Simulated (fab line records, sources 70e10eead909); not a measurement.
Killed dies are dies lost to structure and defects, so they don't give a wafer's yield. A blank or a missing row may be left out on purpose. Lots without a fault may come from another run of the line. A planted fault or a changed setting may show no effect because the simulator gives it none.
Chamber matching | flow nand_harc | NHARC_THIN_TSV_DEP_47 on pecvd-01: 3 sister chambers
The step deposits SiO2, target thk 200 nm. 6 wafers are shown with their chamber, then 6 later ones without.

WAFERS WITH THEIR CHAMBER
wafer  | chamber | throttle_valve_pct (%) | mfc_precursor_sccm (sccm)
L889.2 | 1       | 16.0                   | 162.1
L889.3 | 0       | 16.4                   | 162.0
L889.6 | 1       | 16.1                   | 162.0
L891.3 | 2       | 16.2                   | 160.7
L891.4 | 2       | 16.0                   | 161.0
L891.5 | 0       | 16.7                   | 161.4

WAFERS WITHOUT THEIR CHAMBER
wafer  | throttle_valve_pct (%) | mfc_precursor_sccm (sccm)
L892.1 | 16.3                   | 162.1
L892.2 | 16.3                   | 160.9
L892.5 | 15.8                   | 161.8
L894.3 | 16.2                   | 161.8
L894.5 | 16.3                   | 161.2
L894.6 | 16.2                   | 161.4

WHICH CHAMBER EACH WENT THROUGH
wafer  | from the rows above          | in truth
L892.1 | can't be placed: 1 or 0      | 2
L892.2 | can't be placed: 2 or 0      | 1
L892.5 | 1                            | 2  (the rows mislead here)
L894.3 | can't be placed: 1 or 0      | 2
L894.5 | can't be placed: 2 or 0 or 1 | 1
L894.6 | can't be placed: 2 or 0 or 1 | 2
Placed correctly: 0 of 6. Can't be placed from these rows: 5 (the true chamber is among the candidates in 2). Placed wrongly: 1.
How it was worked out, from the rows above alone: a wafer's distance from a chamber is the root of the sum, over the readings, of the square of ((its reading less the chamber's mean) divided by the reading's scatter). The wafer belongs to the nearest chamber; if the next one is less than 2 further off, it can't be placed. A chamber's mean is the mean of its shown wafers. The scatter: the root of (the sum of the squares of (reading less its chamber's mean) over the shown wafers, divided by (wafers less chambers)).
